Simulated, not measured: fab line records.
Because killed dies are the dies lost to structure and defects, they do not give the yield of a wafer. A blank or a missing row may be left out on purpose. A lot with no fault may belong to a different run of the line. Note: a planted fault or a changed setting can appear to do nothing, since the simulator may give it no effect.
Matching of chambers | flow n5_finfet | rie_diel-06 running N5_BEOL_M9_STRIP_36: 4 sister chambers
The step strips in N2/H2. 8 wafers are shown with their chamber, then 7 later ones without.

EACH WAFER AND ITS CHAMBER
wafer  | chamber | drypump_motor_current_A (A) | throttle_valve_pct (%)
L084.2 | 3       | 4.9                         | 23.8
L084.3 | 2       | 5.7                         | 23.8
L084.5 | 0       | 6.4                         | 23.7
L087.1 | 0       | 6.5                         | 23.7
L087.2 | 1       | 6.0                         | 24.1
L087.3 | 3       | 4.9                         | 23.7
L087.4 | 2       | 5.7                         | 23.8
L087.5 | 1       | 6.0                         | 24.1

WAFERS WITHOUT THEIR CHAMBER
wafer  | drypump_motor_current_A (A) | throttle_valve_pct (%)
L087.6 | 5.7                         | 23.8
L088.1 | 4.9                         | 23.7
L088.2 | 6.0                         | 24.1
L088.5 | 4.9                         | 23.8
L095.1 | 6.0                         | 24.1
L095.3 | 5.7                         | 23.8
L095.4 | 6.5                         | 23.7

CHAMBER TAKEN BY EACH
wafer  | from the rows above | in truth
L087.6 | 2                   | 2
L088.1 | 3                   | 3
L088.2 | 1                   | 1
L088.5 | 3                   | 3
L095.1 | 1                   | 1
L095.3 | 2                   | 2
L095.4 | 0                   | 0
Correct placement for 7 of the 7. Left unplaced by these rows: 0. Wrongly placed: 0.
How it was worked out, from the rows above alone: a wafer's distance from a chamber is the root of the sum, over the readings, of the square of ((its reading less the chamber's mean) divided by the reading's scatter). The wafer belongs to the nearest chamber; if the next one is less than 2 further off, it can't be placed. The mean given for a chamber averages the wafers shown for that chamber. How the scatter is found: for the shown wafers, subtract from each reading the mean of its chamber, square and add these, divide the total by (wafers less chambers), then take the root.
